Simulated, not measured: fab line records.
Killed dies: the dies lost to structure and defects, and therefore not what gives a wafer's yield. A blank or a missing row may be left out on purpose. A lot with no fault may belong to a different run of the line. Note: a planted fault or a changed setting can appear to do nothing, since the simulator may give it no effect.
Problem report in the 8D (eight disciplines) form, filled by code / flow n5Finfet / the parts of the form that need people (team, actions taken, sign-off) are left out

1. WHAT WENT WRONG
cdNm at N5_BEOL_M7_CD_MEAS_28 reads a mean of 38.55 nm on 1 wafer of 1 lot; wafers without a fault read 39.96 nm with a standard deviation of 0.27. That is -5.2 standard deviations from the usual mean.
The step: target cd 40 nm.
Seen first at day 13 14:21 on cdSem-01, wafer L411.5. The record has a number at this step for 32 wafers belonging to 11 lots. Rule for "out", or "out of limits": more than 4 standard deviations from the usual mean. Any other wafer with a number is counted as sound.

2. WHAT THIS IS AND IS NOT
question=which readings at this step | is=cdNm | is not=-
question=which lots | is=L411 | is not=L394, L395, L396, L397, L398, L400, L401, L402, L403, L416
question=which wafers of those lots | is=L411.5 | is not=L411.1
question=read on which gauges | is=cdSem-01 | is not=cdSem-02, cdSem-03
question=when | is=from day 13 14:21 | is not=up to then (28 sound wafers); but 3 sound wafers of L416 came after

3. WHAT RULES OUT EACH SUSPECT
Counting: if a tool at a process step up to the reading ran every lot that is out, it stays a suspect. Sound lots after the first of them don't rule it out here, since some wafers of a struck lot are sound.
- the gauge at N5_BEOL_M7_CD_MEAS_28: kept. All the wafers that are out were read on cdSem-01, and no step on other tools shows them out.
- uvCure-01 at N5_BEOL_M7_CURE_74 (cures SiCOH lowk, time 240 s): kept. L411, the lot that is out, went through it at day 13 03:44; up to then, the latest sound lot through it was L402 at day 10 18:46.
- rieDiel-03 at N5_BEOL_M7_STRIP_19 (strips in O2): kept. L411, the lot that is out, went through it at day 13 07:05; up to then, the latest sound lot through it was L401 at day 10 14:52.
- euvScanner-01 at N5_BEOL_M7_EXPOSE_25 (exposes mask V6, target cd 40 nm): kept. L411, the lot that is out, went through it at day 13 14:13; up to then, the latest sound lot through it was L403 at day 10 16:14.
- Within rieDiel-03 at N5_BEOL_M7_STRIP_19: the wafers that are out ran in chamber 3; their sound lot-mates ran in chamber 0.
Left after counting: uvCure-01 at N5_BEOL_M7_CURE_74, rieDiel-03 at N5_BEOL_M7_STRIP_19, euvScanner-01 at N5_BEOL_M7_EXPOSE_25, cdSem-01 at N5_BEOL_M7_CD_MEAS_28.

4. THE CAUSE (what the simulator had put in)
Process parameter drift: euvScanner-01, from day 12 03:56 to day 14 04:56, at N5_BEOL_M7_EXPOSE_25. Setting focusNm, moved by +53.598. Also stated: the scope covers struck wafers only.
Counting leaves 4 suspects; this tool is one of them.

5. THE CHAIN OF EFFECTS, in route order
Each row: a reading where the mean over the struck wafers with a number is more than 3 standard deviations away from the usual. Scope: only readings with a usual standard deviation given in the record; hours: median across lots of the time from each lot's start at the first step in this table that gives one to its start at this step; sigmas: change in usual standard deviations.
hours=0; step=N5_BEOL_M7_CD_MEAS_28; reading=cdNm; usual=39.96 nm; on struck wafers=38.55; change=-1.41; sigmas=-5.2

6. WHAT WOULD HAVE CAUGHT IT SOONER
In this record the first reading out of limits at a measuring or inspecting step was taken at day 13 14:21, 34 hours after the fault began at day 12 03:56.
By day 13 14:21, every lot that is out (1) had started N5_BEOL_M7_EXPOSE_25 on euvScanner-01. Holding the tool at that point would not have protected any of them.
